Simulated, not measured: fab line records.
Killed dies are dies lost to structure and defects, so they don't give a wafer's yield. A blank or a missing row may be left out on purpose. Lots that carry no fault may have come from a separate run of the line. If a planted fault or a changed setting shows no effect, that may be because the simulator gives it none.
A lot that was struck, set against a sound lot / flow nandHarc / 15 out of 1302 route steps
Sound: the wafers L804.1, L804.5, L804.6. Wafers L814.2, L814.4, L814.6 were the ones struck. The cause is named last.
Each step with rows lists, per side, the tool, then ch with its chambers, then its first start. Under that, the readings that differ: sound wafers / struck wafers / difference of the means / sigmas: that difference in standard deviations of wafers without a fault.
alike: same words and numbers on both sides, and readings whose means sit less than 2 such deviations apart. not compared: any withheld reading, any reading some wafer has no value for, any bound like >300 that may hide the same value, and any number with overlapping values for which the record gives no deviation.
A row with sigmas, a row that says differs or no value, or rows on one side alone: a step with any of these is where the two part. Non-overlapping numbers with no deviation appear without sigmas and do not part them. A reading that every wafer of one side lacks parts them only if that side has two wafers or more.

first, 4 steps without rows for these wafers: NHARC_A_DECK1_JOINT_CURE_26 (time 32 s); NHARC_A_DECK1_JOINT_ANNEAL_27 (time 3600 s); NHARC_A_DECK1_JOINT_ANNEAL_28 (time 1800 s); NHARC_A_DECK1_JOINT_ANNEAL_29 (time 1800 s).
NHARC_A_DECK1_JOINT_CMP_02: polishes SiOx.
  sound on cmp-01 ch 0,1,3, day 14 19:31; struck on cmp-03 ch 0,1,2, day 18 06:34
  alike: motorCurrentA
following that, these wafers have no rows for 1 step: NHARC_A_DECK1_JOINT_SRD_15.
NHARC_A_DECK1_JOINT_DEP_16: deposits SiO2, target thk 45 nm.
  sound on pecvd-04 ch 0,1,2, day 14 20:02; struck on pecvd-03 ch 1,2, day 18 07:01
  alike: heaterPowerW, throttleValvePct
NHARC_A_DECK1_JOINT_THK_MEAS_17: measures by ellipsometry.
  sound on filmMetro-01 at day 14 20:17; struck on filmMetro-02 at day 18 07:14
  alike: thkNm
NHARC_A_DECK1_JOINT_INSPECT_05:
  sound on defectInspect-01 at day 14 20:19; struck on defectInspect-01 at day 18 07:16
  alike: rawDefectCount
next comes 1 step that has no rows for these wafers: NHARC_A_ONON_D2_DEP_00 (target thickness 1000 nm).
NHARC_A_ONON_D2_THK_MEAS_02: measures by ellipsometry.
  sound on filmMetro-01 at day 14 20:55; struck on filmMetro-02 at day 18 07:50
  alike: thkNm
NHARC_A_ONON_D2_DEP_03: target thk 1000 nm.
  sound on pecvdOnon-02 ch 0, day 14 20:58; struck on pecvdOnon-02 ch 0, day 18 07:57
NHARC_A_ONON_D2_THK_MEAS_05: measures by ellipsometry.
  sound on filmMetro-01 at day 14 21:28; struck on filmMetro-02 at day 18 08:24
reading=thkNm (nm); sound=1004 1003 1003; struck=1031 1030 1031; difference=+27; sigmas=+3
then, 2 steps without rows for these wafers: NHARC_A_ONON_D2_DEP_06 (target thk 1000 nm); NHARC_END_SORT_01.

## WHERE THEY PART
Only at NHARC_A_ONON_D2_THK_MEAS_05, within this record.

WHY: the cause the simulator had injected
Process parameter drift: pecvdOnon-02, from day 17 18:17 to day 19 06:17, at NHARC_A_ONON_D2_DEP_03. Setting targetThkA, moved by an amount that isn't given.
